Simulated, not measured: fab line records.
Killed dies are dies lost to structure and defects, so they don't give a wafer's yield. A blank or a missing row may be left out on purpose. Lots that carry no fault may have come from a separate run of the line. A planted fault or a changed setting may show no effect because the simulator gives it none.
fab line records	flow nand-harc
record lots=5	wafers=15	last-day=34
route steps=1302 shown P_GATE@126
lots with no fault: from the same line, run without faults
start-h: the number of hours between the record's first day and the start of the first shown wafer of the lot	wait-h: how many hours have passed since the lot's step before this one	" unchanged from the row above	L1.1+2: a single row standing in for several wafers	- either no value or no given start	* or withheld: withheld	< > ~ a bound
route shown NAME@n: names a module that has steps shown in the file, with the first one's number in the route	usual: mean/standard deviation taken from wafers without a fault	same: alike in all rows	chamber/n: place in a boat	sites: each site's reading	_std_site: how widely they spread, as a standard deviation	_edge_site: the outer-site mean with the inner-site mean subtracted	radius-mm: for every site, how far away it sits from the centre of the wafer	mask NAME#n: copy n	behind: the most recent tool/chamber to have shaped the wafer	hold: cause of the lot's hold/its duration in hours/its outcome	device: the transistor (n, p or np) that didn't switch	end of line: the tests these same wafers got at the end of their route	a step without rows: its recipe alone	killed: dies lost to structure and defects at the first sort, not the wafer's yield	map: per-die view of a wafer (x killed, . not killed, _ where there is no die)
set.NAME: the setting as run; set.NAME@STEP: as run at that earlier step	model.NAME: the simulator's own value behind a step, which no gauge read
lots at selected steps of the route; one table per step, one row per wafer
services: a tool's chamber out of use, with start hour (start-h, from the record's first day; less than 0 if before it), hours out, and reason
## steps
# step NHARC_P_GATE_STRIP_15
# recipe time-s=780	temp-c=130	chemistry=SPM
# step NHARC_P_GATE_PRECLEAN_71
# recipe time-s=*	temp-c=50	bath-age-min=0	chemistry=SC1
# step NHARC_P_GATE_SRD_72
# step NHARC_P_GATE_OXIDE_16
# recipe target-thk-a=30	temp-c=875	ox-time-s=392	material=SiO2
# step NHARC_P_GATE_CVD_17
# recipe target-thk-a=1500	temp-c=620	time-s=900	material=poly-Si
# step NHARC_P_GATE_HM_DEP_102
# recipe target-thk-a=1200	temp-c=400	material=aC
# usual throttle-valve-pct=35.001/0.0096
lot.wafer	tool	chamber	start-h	wait-h	throttle-valve-pct
L702.1	acl-dep-03	0	153.55	0.4	34.999
L702.2	"	0	"	"	35.003
L702.6	"	0	"	"	35.009
L701.2	acl-dep-02	0	153.65	0.5	35.009
L701.3	"	0	"	"	34.989
L701.5	"	0	"	"	34.995
L707.1	acl-dep-03	0	206.96	3.6	34.998
L707.2	"	0	"	"	35.006
L707.4	"	0	"	"	35.001
L710.1	acl-dep-01	0	237.85	0.4	34.998
L710.4	"	0	"	"	35.011
L710.6	"	0	"	"	34.994
L719.1	acl-dep-03	0	322.54	3.5	34.986
L719.3	"	0	"	"	34.994
L719.5	"	0	"	"	35.001
# step NHARC_P_GATE_DEP_103
# recipe target-thk-a=300	target-thk-nm=30	temp-c=400	flow-sccm=200	rf-w=350	material=SiON
# usual heater-power-w=726/100
lot.wafer	tool	chamber	start-h	wait-h	heater-power-w
L701.3	pecvd-02	1	154.19	0.3	696
L701.2	"	2	"	"	533
L701.5	"	1	"	"	690
L702.2	pecvd-01	0	154.20	0.4	695
L702.1	"	2	"	"	624
L702.6	"	0	"	"	697
L707.2	pecvd-03	0	207.66	0.5	737
L707.1	"	1	"	"	931
L707.4	"	2	"	"	782
L710.1	pecvd-01	2	238.82	0.9	714
L710.4	"	2	"	"	700
L710.6	"	1	"	"	717
L719.3	pecvd-03	1	323.23	0.4	861
L719.1	"	2	"	"	797
L719.5	"	0	"	"	696
# step NHARC_P_GATE_DEHYDRATE_18
# recipe temp-c=150	time-s=120
# step NHARC_P_GATE_HMDS_19
# recipe time-s=30
# step NHARC_P_GATE_COAT_20
# recipe spin-rpm=1500	resist-thk-nm=90
# step NHARC_P_GATE_SOFTBAKE_21
# recipe temp-c=105	time-s=55
# step NHARC_P_GATE_EBR_22
# step NHARC_P_GATE_EXPOSE_23
# recipe na=1.35	target-cd-nm=120	dose-mj=93.91	mask-id=P_GATE
lot.wafer	tool	chamber	start-h	wait-h	mask
L701.2+3+5	arfi-scanner-03	0	154.61	-	P_GATE#0
L702.1+2+6	arfi-scanner-01	0	154.76	-	P_GATE#0
L707.1+2+4	arfi-scanner-02	0	208.17	-	P_GATE#0
L710.1+4+6	arfi-scanner-03	0	239.36	-	P_GATE_R1#0
L719.1+3+5	arfi-scanner-02	0	323.74	-	P_GATE#0
# step NHARC_P_GATE_PEB_24
# recipe peb-temp-c=100	peb-time-s=65
# step NHARC_P_GATE_DEVELOP_25
# recipe develop-time-s=35	dev-temp-c=23
# step NHARC_P_GATE_CD_MEAS_26
# recipe target-cd-nm=120	landing-energy-ev=500
# usual cd-nm=119.8/0.53
# same landing-energy-ev=500
lot.wafer	tool	chamber	start-h	wait-h	cd-nm
L701.2	cd-sem-01	0	154.75	-	119.7
L701.3	"	0	"	"	120.7
L701.5	"	0	"	"	120.3
L702.1	cd-sem-02	0	154.90	-	119.3
L702.2	"	0	"	"	119.8
L702.6	"	0	"	"	120.2
L707.1	cd-sem-02	0	208.31	-	119.5
L707.2	"	0	"	"	119.4
L707.4	"	0	"	"	120.0
L710.1	cd-sem-01	0	239.50	-	111.5
L710.4	"	0	"	"	111.6
L710.6	"	0	"	"	112.0
L719.1	cd-sem-02	0	323.88	-	120.8
L719.3	"	0	"	"	120.1
L719.5	"	0	"	"	120.3
# step NHARC_P_GATE_OVL_MEAS_27
# usual overlay-x-nm=0.1/0.95	overlay-y-nm=-0.3/0.79
lot.wafer	tool	chamber	start-h	wait-h	overlay-x-nm	overlay-y-nm
L701.2	overlay-02	-	154.83	-	1.4	-1.7
L701.3	"	-	"	"	1.0	-1.4
L701.5	"	-	"	"	1.1	-1.8
L702.1	overlay-01	-	155.00	-	-0.1	0.3
L702.2	"	-	"	"	0.8	0.0
L702.6	"	-	"	"	0.5	0.0
L707.1	overlay-02	-	208.40	-	-0.6	-0.9
L707.2	"	-	"	"	0.0	-0.8
L707.4	"	-	"	"	-0.3	-1.0
L710.1	overlay-02	-	239.59	-	-0.3	-0.1
L710.4	"	-	"	"	-0.7	-0.1
L710.6	"	-	"	"	-1.2	-0.1
L719.1	overlay-01	-	323.96	-	0.1	0.6
L719.3	"	-	"	"	0.5	0.4
L719.5	"	-	"	"	0.6	0.8
# step NHARC_P_GATE_INSPECT_28
# usual raw-defect-count=5.6/2.8
lot.wafer	tool	chamber	start-h	wait-h	raw-defect-count
L701.2	defect-inspect-01	-	154.87	0.0	3
L701.3	"	-	"	"	5
L701.5	"	-	"	"	6
L702.1	defect-inspect-02	-	155.04	0.0	9
L702.2	"	-	"	"	5
L702.6	"	-	"	"	4
L707.1	defect-inspect-02	-	208.43	0.0	7
L707.2	"	-	"	"	8
L707.4	"	-	"	"	6
L710.1	defect-inspect-01	-	239.63	0.0	7
L710.4	"	-	"	"	5
L710.6	"	-	"	"	5
L719.1	defect-inspect-01	-	324.00	0.0	5
L719.3	"	-	"	"	2
L719.5	"	-	"	"	5
# step NHARC_P_GATE_DESCUM_31
# recipe time-s=3	o2-flow-sccm=200	ar-flow-sccm=0	bias-power-w=0	chemistry=O2
# usual drypump-motor-current-A=5.7/0.43	oes-product-au=0.998/0.0079	rf-vpp-V=57.7/0.97	showerhead-plenum-p-Torr=1.92/0.068	throttle-valve-pct=11.311/0.0092
lot.wafer	tool	chamber	start-h	wait-h	drypump-motor-current-A	oes-product-au	rf-hours-counter-h	rf-vpp-V	showerhead-plenum-p-Torr	throttle-valve-pct	model.P_GATE.cd-nm
L701.2	rie-diel-06	3	154.93	0.1	6.0	0.993	1	58.0	1.99	11.305	119.5
L701.3	"	0	"	"	4.7	0.987	0	56.5	1.87	11.318	120.3
L701.5	"	0	"	"	4.7	0.999	-	56.8	1.87	11.306	120
L702.1	rie-diel-08	2	155.11	0.1	5.5	1.008	8	57.4	1.83	11.314	119.7
L702.2	"	3	"	"	6.1	0.995	8	58.3	1.93	11.323	120.1
L702.6	"	3	"	"	6.1	0.982	-	57.7	1.93	11.296	120.7
L707.1	rie-diel-06	1	208.50	0.1	6.0	1.000	4	56.7	1.95	11.311	119.1
L707.2	"	2	"	"	5.8	1.002	3	58.7	1.96	11.315	118.9
L707.4	"	3	"	"	6.0	0.997	4	57.8	1.99	11.316	120
L710.4	rie-diel-06	1	239.70	0.1	6.0	1.008	4	60.2	1.95	11.315	111.6
L710.1	"	3	"	"	6.0	1.002	5	58.2	1.99	11.329	111.9
L710.6	"	0	"	"	4.8	0.988	-	56.8	1.87	11.298	112.4
L719.3	rie-diel-06	1	324.07	0.1	6.0	1.002	0	57.7	1.95	11.307	120.3
L719.1	"	3	"	"	6.0	1.009	0	58.3	1.99	11.311	120.2
L719.5	"	0	"	"	4.7	0.990	-	55.8	1.87	11.301	120.2
# step NHARC_P_GATE_ETCH_104
# recipe target-depth-a=600	time-s=withheld	cf4-flow-sccm=100	chf3-flow-sccm=30	ar-flow-sccm=0	rf-w=500	bias-w=200	chemistry=CF4/CHF3
# usual drypump-motor-current-A=5.7/0.43	oes-product-au=0.947/0.021	rf-vpp-V=370.7/1.9	showerhead-plenum-p-Torr=1.58/0.052	throttle-valve-pct=16.803/0.0092
lot.wafer	tool	chamber	start-h	wait-h	drypump-motor-current-A	oes-product-au	rf-vpp-V	showerhead-plenum-p-Torr	throttle-valve-pct
L701.2	rie-diel-06	0	155.02	0.1	4.7	0.958	369.4	1.54	16.782
L701.3	"	1	"	"	6.0	0.994	369.8	1.60	16.797
L701.5	"	1	"	"	6.0	0.980	371.7	1.60	16.812
L702.2	rie-diel-08	2	155.20	0.1	5.4	0.961	367.5	1.51	16.798
L702.1	"	3	"	"	6.1	0.966	370.5	1.59	16.803
L702.6	"	3	"	"	6.1	0.955	369.8	1.59	16.803
L707.2	rie-diel-06	1	208.58	0.1	6.0	0.967	371.0	1.60	16.802
L707.1	"	2	"	"	5.8	0.958	371.2	1.61	16.791
L707.4	"	0	"	"	4.7	0.979	370.0	1.54	16.808
L710.1	rie-diel-06	0	239.78	0.1	4.7	0.915	369.4	1.54	16.816
L710.4	"	2	"	"	5.8	0.924	371.7	1.61	16.806
L710.6	"	3	"	"	6.0	0.941	372.4	1.63	16.789
L719.3	rie-diel-06	1	324.15	0.1	6.0	0.954	371.0	1.60	16.809
L719.1	"	2	"	"	5.8	0.978	371.4	1.61	16.799
L719.5	"	2	"	"	5.8	0.964	371.9	1.61	16.798
# step NHARC_P_GATE_HM_OPEN_105
# recipe target-depth-a=3600	o2-flow-sccm=400	cos-flow-sccm=20	ar-flow-sccm=0	rf-w=500	bias-w=300	chemistry=O2/COS
# step NHARC_P_GATE_STRIP_106
# recipe o2-flow-sccm=400	cos-flow-sccm=20	ar-flow-sccm=0	bias-w=0	chemistry=O2/COS
# step NHARC_P_GATE_ETCH_114
# recipe target-depth-a=300	overetch-a=30	time-s=16.5	ion-energy-ev=100	cf4-flow-sccm=80	o2-flow-sccm=20	ar-flow-sccm=0	rf-w=300	bias-w=100	chemistry=CF4/O2
# usual drypump-motor-current-A=5.7/0.42	oes_f_703_au=1.000/0.0044	oes_o_777_au=1.000/0.0044	oes-product-au=0.998/0.0078	rf-vpp-V=197.9/1.2	showerhead-plenum-p-Torr=1.34/0.046	throttle-valve-pct=13.397/0.0096
lot.wafer	tool	chamber	start-h	wait-h	drypump-motor-current-A	oes_f_703_au	oes_o_777_au	oes-product-au	rf-hours-counter-h	rf-vpp-V	showerhead-plenum-p-Torr	throttle-valve-pct
L701.2	rie-diel-06	1	-	-	6.0	1.008	1.000	0.995	0	198.3	1.36	13.378
L701.3	"	2	"	"	5.7	1.003	1.004	0.997	1	198.1	1.37	13.396
L701.5	"	0	"	"	4.7	1.000	0.996	0.993	-	197.5	1.31	13.396
L702.2	rie-diel-08	1	-	-	5.5	0.998	0.998	1.006	7	196.5	1.29	13.396
L702.1	"	2	"	"	5.4	1.000	0.999	1.009	8	197.6	1.28	13.390
L702.6	"	2	"	"	5.5	0.999	0.994	1.011	-	195.8	1.28	13.387
L707.1	rie-diel-06	3	-	-	6.0	1.001	1.002	1.007	4	198.3	1.39	13.402
L707.4	"	1	"	"	6.1	0.998	0.999	1.004	4	198.8	1.36	13.389
L707.2	"	2	"	"	5.8	0.998	1.007	0.997	3	199.1	1.37	13.418
L710.4	rie-diel-06	3	-	-	6.0	1.000	0.996	1.005	5	197.9	1.39	13.389
L710.1	"	1	"	"	6.0	1.004	1.007	1.001	4	196.3	1.36	13.414
L710.6	"	2	"	"	5.8	1.000	0.996	0.999	-	199.1	1.37	13.402
L719.3	rie-diel-06	1	-	-	6.1	0.991	0.999	1.000	0	199.6	1.36	13.401
L719.1	"	0	"	"	4.7	0.996	0.993	1.004	0	196.4	1.30	13.412
L719.5	"	1	"	"	6.1	0.996	0.992	1.000	-	198.1	1.36	13.382
# step NHARC_P_GATE_ETCH_32
# recipe target-depth-a=1500	over-etch-frac=1	over-etch-ion-energy-ev=40	time-s=100.1	hbr-flow-sccm=150	cl2-flow-sccm=50	rf-w=400	icp-w=400	bias-w=100	chemistry=HBr/Cl2
# usual drypump-motor-current-A=5.8/0.37	mfc-cl2-sccm=50.03/0.17	oes-product-au=0.999/0.0067	throttle-valve-pct=26.406/0.0092
# same over-etch-frac=1
lot.wafer	tool	chamber	start-h	wait-h	drypump-motor-current-A	mfc-cl2-sccm	oes-product-au	rf-hours-counter-h	throttle-valve-pct	model.P_GATE.cd-nm
L701.3	rie-si-06	3	155.39	-	5.8	49.97	0.997	0.49	26.379	120.4
L701.2	"	2	"	"	5.5	50.15	0.989	0.56	26.403	121
L701.5	"	0	"	"	5.4	50.03	0.994	-	26.413	118.1
L702.1	rie-si-01	3	155.64	-	5.3	50.23	0.998	0.74	26.402	123
L702.2	"	0	"	"	5.9	49.85	1.000	0.85	26.402	120
L702.6	"	2	"	"	6.0	50.22	0.998	-	26.411	123.5
L707.4	rie-si-01	1	208.96	-	5.3	49.91	0.999	0.05	26.421	120.8
L707.2	"	2	"	"	6.1	50.10	0.992	0.03	26.402	119.9
L707.1	"	0	"	"	5.9	49.92	0.998	0.05	26.404	119
L710.4	rie-si-01	0	240.17	-	5.9	50.07	1.012	0.24	26.400	111
L710.1	"	2	"	"	6.1	50.06	1.009	0.23	26.401	111.8
L710.6	"	3	"	"	5.3	49.86	0.999	-	26.409	112.5
L719.1	rie-si-01	2	324.64	-	6.1	49.81	0.991	0.70	26.410	118.3
L719.3	"	3	"	"	5.3	49.86	0.996	0.71	26.416	119.9
L719.5	"	1	"	"	5.3	50.10	1.000	-	26.402	119.4
# step NHARC_P_GATE_STRIP_108
# recipe o2-flow-sccm=500	ar-flow-sccm=0	bias-w=0	chemistry=O2
# usual drypump-motor-current-A=5.7/0.42	oes-product-au=0.997/0.0083	rf-vpp-V=57.9/0.83	showerhead-plenum-p-Torr=3.54/0.12	throttle-valve-pct=17.036/0.009
lot.wafer	tool	chamber	start-h	wait-h	drypump-motor-current-A	oes-product-au	rf-hours-counter-h	rf-vpp-V	showerhead-plenum-p-Torr	throttle-valve-pct
L701.2	rie-diel-04	2	155.57	-	5.7	0.980	7.6	57.5	3.64	17.029
L701.3	"	3	"	"	5.1	0.990	6.6	58.5	3.67	17.047
L701.5	"	1	"	"	6.2	0.993	-	58.4	3.49	17.037
L702.1	rie-diel-06	0	155.80	-	4.7	0.996	0.5	58.6	3.46	17.022
L702.2	"	1	"	"	6.1	1.007	0.5	58.3	3.59	17.039
L702.6	"	0	"	"	4.8	1.007	-	58.7	3.46	17.037
L707.2	rie-diel-04	2	209.12	-	5.7	0.993	0.5	58.3	3.64	17.033
L707.4	"	3	"	"	5.1	0.982	0.6	57.0	3.67	17.025
L707.1	"	0	"	"	5.8	0.996	0.5	58.4	3.37	17.052
L710.4	rie-diel-06	2	240.34	-	5.8	1.002	3.6	56.5	3.61	17.040
L710.1	"	3	"	"	6.1	1.007	4.7	58.1	3.66	17.036
L710.6	"	1	"	"	6.0	1.010	-	57.5	3.59	17.039
L719.1	rie-diel-08	3	324.79	-	6.1	0.998	8.0	58.8	3.56	17.020
L719.3	"	1	"	"	5.5	1.002	7.3	59.2	3.41	17.028
L719.5	"	3	"	"	6.1	1.001	-	56.7	3.56	17.035
## services
tool	chamber	start-h	hours	kind
pecvd-01	-	130.00	13.0	pm
rie-diel-06	-	130.20	9.0	pm
arfi-scanner-02	-	140.00	4.0	pm
rie-diel-08	0	147.02	23.0	repair
rie-diel-04	-	164.10	0.3	repair
rie-diel-06	2	166.11	20.1	repair
rie-si-01	-	167.33	0.8	repair
arfi-scanner-03	-	169.31	1.9	repair
rie-diel-08	3	175.05	12.2	repair
rie-diel-04	-	177.90	9.0	pm
rie-diel-08	2	180.09	9.1	repair
pecvd-03	-	185.23	13.0	pm
rie-diel-06	1	185.32	13.0	repair
rie-diel-08	-	191.47	9.0	pm
rie-si-01	-	193.02	9.0	pm
arfi-scanner-03	-	196.00	4.0	pm
rie-diel-04	0	206.37	1.6	repair
rie-diel-04	3	218.29	5.2	repair
rie-si-01	3	227.84	1.4	repair
rie-diel-08	1	248.51	4.1	repair
rie-si-01	1	255.22	9.4	repair
rie-diel-06	1	294.07	1.2	repair
acl-dep-03	-	301.63	13.0	pm
rie-diel-06	-	307.20	9.0	pm
## key
first-sign step=NHARC_P_GATE_EXPOSE_23	reading=mask	direction=changed
effect step=NHARC_P_GATE_CD_MEAS_26	reading=cd-nm	direction=down	sigmas=15	usual=119.8	struck=111.7
model-effect step=NHARC_P_GATE_DESCUM_31	value=P_GATE.cd-nm	without=119.7	struck=112
model-effect step=NHARC_P_GATE_ETCH_32	value=P_GATE.cd-nm	without=119.4	struck=111.8
met-at NHARC_P_GATE_EXPOSE_23
struck-wafers L710.1,L710.4,L710.6
tester-left-out L710
onset-between 154.61 239.36
fault kind=wrong-mask	tool=any	chamber=-	onset-h=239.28	steps=NHARC_P_GATE_EXPOSE_23	aux-copy=P_GATE_R1#0	cd-offset-nm=-7.6882	scope=struck-lots-only
# tester-left-out: of these lots the tester's yield and bins aren't shown, on N5 and GAA mostly nor the transistor test; their killed dies are dies lost to structure and defects alone, not to doping, threshold or leakage, so they don't give the yield
